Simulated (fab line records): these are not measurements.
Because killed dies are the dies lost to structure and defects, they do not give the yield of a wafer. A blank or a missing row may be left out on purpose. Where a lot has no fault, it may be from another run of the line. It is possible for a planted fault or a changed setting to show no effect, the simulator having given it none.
Which tool was responsible?	flow n5_finfet	30 wafers from 10 lots sampled at 3 of the route's 1938 steps

== WHAT EACH GAUGE READ, for each wafer ==
N5_BEOL_M11_OVL_MEAS_29.
lot	measured	on	V10_OVL (nm)
L114	day 11 11:11	overlay-01	0.2 -0.3 0.3
L115	day 11 17:34	overlay-01	0.5 -1.0 0.0
L116	day 12 09:43	overlay-01	-0.2 0.6 -0.3
L119	day 13 07:37	overlay-02	0.5 0.0 -0.7
L121	day 13 11:35	overlay-02	8.6 9.2 9.3
L120	day 13 18:58	overlay-02	-0.6 -0.5 0.2
L125	day 14 05:18	overlay-02	8.1 10.0 8.6
L128	day 15 06:58	overlay-02	-1.2 -0.3 -0.2
L130	day 16 05:13	overlay-01	0.0 1.9 -0.3
L132	day 16 12:17	overlay-01	0.0 1.3 -0.5

== WHAT TOOL EACH LOT RAN ON (gives the tool, then ch and the chambers of the sampled wafers, and finally the start) ==
lot	N5_BEOL_M11_STRIP_19	N5_BEOL_M11_EXPOSE_25
L114	rie_diel-03 ch 0,1,2, day 11 10:43	arfi_scanner-02 ch 0, day 11 11:01
L115	rie_diel-03 ch 1,2, day 11 11:55	arfi_scanner-01 ch 0, day 11 17:24
L116	rie_diel-03 ch 1,2, day 12 07:50	arfi_scanner-02 ch 0, day 12 09:34
L119	rie_diel-01 ch 0,3, day 13 06:03	arfi_scanner-02 ch 0, day 13 07:27
L121	rie_diel-03 ch 0,2, day 13 09:33	arfi_scanner-01 ch 0, day 13 11:25
L120	rie_diel-01 ch 0,1,3, day 13 17:30	arfi_scanner-03 ch 0, day 13 18:46
L125	rie_diel-06 ch 0,1, day 14 02:41	arfi_scanner-01 ch 0, day 14 05:08
L128	rie_diel-01 ch 2,3, day 15 04:29	arfi_scanner-03 ch 0, day 15 06:49
L130	rie_diel-03 ch 0,2, day 16 03:31	arfi_scanner-03 ch 0, day 16 05:04
L132	rie_diel-06 ch 1,2, day 16 08:51	arfi_scanner-03 ch 0, day 16 12:08
- N5_BEOL_M11_STRIP_19: strips in O2.
- N5_BEOL_M11_EXPOSE_25: exposes mask V10.

== THE ANSWER, worked out from the rows above alone ==
Rule: what is usual is taken from the lots themselves. Put in order of their means at a reading, lots are off if they are a third of the lots or fewer, leave a main group of 4 or more, and stand apart from it by a gap of 3 or more times the standard deviation of the main group's means; of several such gaps the widest counts. Not used: any main group whose means are identical at the precision the tables above print for the reading. A lot without any number at a reading at which 4 lots or more have one is off too. All remaining lots with rows at the step are treated as sound.
Off: at N5_BEOL_M11_OVL_MEAS_29 (V10_OVL), L121, L125. For the main group the mean is -0.0 nm and the standard deviation 0.32.
A tool fits if, at a process step before that reading, it ran every lot that is off, and no sound lot after the first of them. Those tools and the gauges at N5_BEOL_M11_OVL_MEAS_29 are tried in the same way. One candidate fits, namely arfi_scanner-01 at N5_BEOL_M11_EXPOSE_25. A fault onset in the window from L115 (day 11 17:24, its last sound lot) to L121 (day 13 11:25, its first lot off) fits.

== WHAT THE SIMULATOR PUT IN ==
Scanner matching overlay: arfi_scanner-01, from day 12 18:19 on, at N5_BEOL_M11_EXPOSE_25. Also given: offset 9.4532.
Struck lots among those shown: L121, L125. Same finding as the rule above.
